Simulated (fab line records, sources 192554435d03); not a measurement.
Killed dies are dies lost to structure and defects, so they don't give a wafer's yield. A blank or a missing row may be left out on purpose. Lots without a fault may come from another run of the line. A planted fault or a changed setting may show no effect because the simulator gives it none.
A struck lot beside a sound one | flow n5_finfet | 28 steps out of a route of 1938
Sound: wafers L243.1, L243.3, L243.4. Struck: wafer L232.4. (L232.3, L232.6 of the same lot were not struck and are left out.) The cause comes at the end.
At each step with rows: each side's tool, then ch and its chambers, then its first start. Under that, the readings that differ: sound wafers | struck wafers | difference of the means | sigmas: that difference in standard deviations of wafers without a fault.
alike: readings whose means differ by less than 2 such deviations, and words and numbers that are the same on both sides. not compared: withheld readings, readings that some wafer has no value for, bounds like >300 that may hide the same value, and numbers for which the record gives no deviation and whose values overlap.
The two part at a step that has a row with sigmas, a row that says differs or no value, or rows on one side only. Numbers that don't overlap but have no deviation are shown without sigmas and don't part them. A reading that every wafer of one side lacks parts them only if that side has two wafers or more.

first, 9 steps without rows for these wafers: N5_BEOL_M0_SAQP_EXPOSE_37 (exposes mask M0 CUT1, target cd 30 nm); N5_BEOL_M0_SAQP_PEB_38 (peb time 60 s); N5_BEOL_M0_SAQP_DEVELOP_39 (develop time 30 s); N5_BEOL_M0_SAQP_DESCUM_45 (chemistry O2, time 7 s); N5_BEOL_M0_SAQP_ETCH_88 (etches underlayer in N2/H2, target depth 6.5 nm, time 5.2 s); N5_BEOL_M0_SAQP_ETCH_73 (etches SiARC in CF4, target depth 19.5 nm, time 32.5 s); N5_BEOL_M0_SAQP_CUT_ETCH_46 (etches SOC in N2/H2, target depth 135 nm, overetch 27 nm, time 202.5 s); N5_BEOL_M0_SAQP_STRIP_74 (strips in N2/H2); N5_BEOL_M0_SAQP_STRIP_89 (strips in N2/H2).
N5_BEOL_M0_SAQP_ALD_48: deposits SiO2, target thk 20 nm, pulse time 1 s, co reactant pulse time 1 s.
  sound on ald_sin-02 ch 2,3, day 10 19:33; struck on ald_sin-01 ch 3, day 8 07:44
  reading                                       | sound       | struck | difference | sigmas
  ald_cycles                                    | 139 139 139 | 210    | +71        |
  heater_power_w (W)                            | 90 92 91    | 72     | -19        | -2
  model.SiO2_of_BEOL_M0_SAQP_ALD_48.thk_nm (nm) | 20 19.8 20  | 30.2   | +10.3      |
  alike: chamber_pressure_Torr, precursor_pulse_height_rel
  not compared: since_wet_clean_h
then, 15 steps without rows for these wafers: N5_BEOL_M0_SAQP_ETCH_49 (etches SiO2 in CF4/O2, target depth 37 nm); N5_BEOL_M0_SAQP_STRIP_75 (strips in CF4); N5_BEOL_M0_CUTY_COAT_50 (time 60 s, resist thk 15 nm); N5_BEOL_M0_CUTY_COAT_51 (resist thk 150 nm); N5_BEOL_M0_CUTY_EBR_52; N5_BEOL_M0_CUTY_SOFTBAKE_53 (time 60 s); N5_BEOL_M0_CUTY_EXPOSE_54 (exposes mask M0 ABLK); N5_BEOL_M0_CUTY_PEB_55 (peb time 60 s); N5_BEOL_M0_CUTY_DEVELOP_56 (develop time 30 s); N5_BEOL_M0_CUTY_DESCUM_61 (chemistry O2, time 7.9 s); N5_BEOL_M0_CUTY_ETCH_62 (etches SiARC in CF4, time 58.5 s); N5_BEOL_M0_CUTY_ETCH_63 (etches SOC in N2/H2, target depth 82.7 nm, overetch 16.5 nm, time 124 s); N5_BEOL_M0_CUTY_STRIP_64 (strips in N2/H2); N5_BEOL_M0_ETCH_138 (etches SiCN in CH3F/O2, target depth 12 nm, time 31.6 s); N5_BEOL_M0_HM_OPEN_105 (chemistry Cl2/BCl3, target TiN, target depth 12 nm).
N5_BEOL_M0_STRIP_140: strips in CF4.
  sound on rie_diel-02 ch 1,2,3, day 10 22:43; struck on rie_diel-05 ch 0, day 8 11:43
  reading                                       | sound          | struck | difference | sigmas
  model.SiO2_of_BEOL_M0_SAQP_ALD_48.thk_nm (nm) | 11.6 10.8 10.6 | 17     | +6         |
  alike: drypump_motor_current_A, oes_product_au, rf_vpp_V, showerhead_plenum_p_Torr, throttle_valve_pct
  not compared: rf_hours_counter_h
then, 1 step without rows for these wafers: N5_BEOL_M0_STRIP_104 (strips in N2/H2).
-- the record jumps here: 3 days lie between the struck wafers' starts before and after (it left off in module BEOL_M0 and takes up again in module BEOL_M4, whose first step shown is number 1111 of the route) --
N5_BEOL_M4_RC_MEAS_101:
  sound on prober-02 ch 0, day 14 01:26; struck on prober-02 ch 0, day 11 08:16
  reading        | sound             | struck | difference | sigmas
  IOFF_N (nA/um) | 0.125 0.110 0.139 | 0.181  | +0.056     | +2
  IOFF_P (nA/um) | 0.155 0.139 0.175 | 0.212  | +0.056     | +2
  ION_N (uA/um)  | 659 651 659       | 683    | +27        | +3
  ION_P (uA/um)  | 449 442 454       | 466    | +18        | +3
  VT_N (mV)      | 254.6 257.0 252.8 | 246.0  | -8.8       | -3
  alike: DIBL_N, DIBL_P, SS_N, SS_P, VT_P

WHERE THEY PART
First at N5_BEOL_M0_SAQP_ALD_48; last, within this record, at N5_BEOL_M4_RC_MEAS_101.

WHY: what the simulator had put in
Process parameter drift: ald_sin-01, from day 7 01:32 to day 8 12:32, at N5_BEOL_M0_SAQP_ALD_48. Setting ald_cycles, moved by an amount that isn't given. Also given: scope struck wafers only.
